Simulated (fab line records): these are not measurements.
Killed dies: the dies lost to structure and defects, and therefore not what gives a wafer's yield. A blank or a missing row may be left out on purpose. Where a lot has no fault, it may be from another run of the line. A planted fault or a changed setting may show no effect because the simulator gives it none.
Matching of chambers	flow nand_harc	4 sister chambers for NHARC_P_STI_ETCH_42 on rie_diel-04
The step etches the open film in N2/H2, target depth 80 nm, overetch 24 nm, time 61 s. 4 wafers are shown with their chamber, then 10 later ones without.

== WAFERS, EACH WITH ITS CHAMBER ==
wafer	chamber	drypump_motor_current_A (A)
L083.5	2	5.8
L086.3	1	6.4
L089.2	0	5.2
L089.3	3	5.5

== WAFERS WHOSE CHAMBER IS MISSING ==
wafer	drypump_motor_current_A (A)
L089.5	5.2
L092.1	5.5
L092.5	6.3
L092.6	5.2
L094.3	5.8
L094.4	5.5
L094.5	5.8
L096.1	5.8
L096.2	5.4
L096.3	6.3

== WHICH CHAMBER EACH ONE RAN IN ==
wafer	from the rows above	in truth
L089.5	0	0
L092.1	3	3
L092.5	1	1
L092.6	0	0
L094.3	2	2
L094.4	3	3
L094.5	2	2
L096.1	2	2
L096.2	can't be placed: 3 or 0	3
L096.3	1	1
Placed correctly: 9 of 10. Not placeable from these rows: 1 (in 1, the candidates include the true chamber). Number placed wrongly: 0.
How it was worked out, from the rows above alone: a wafer's distance from a chamber is the root of the sum, over the readings, of the square of ((its reading less the chamber's mean) divided by the reading's scatter). The wafer belongs to the nearest chamber; if the next one is less than 2 further off, it can't be placed. For every chamber, the mean is computed from those of its wafers that are shown. The scatter: root of mean squared gap, hidden wafer to nearest shown wafer, with one shown wafer a chamber.
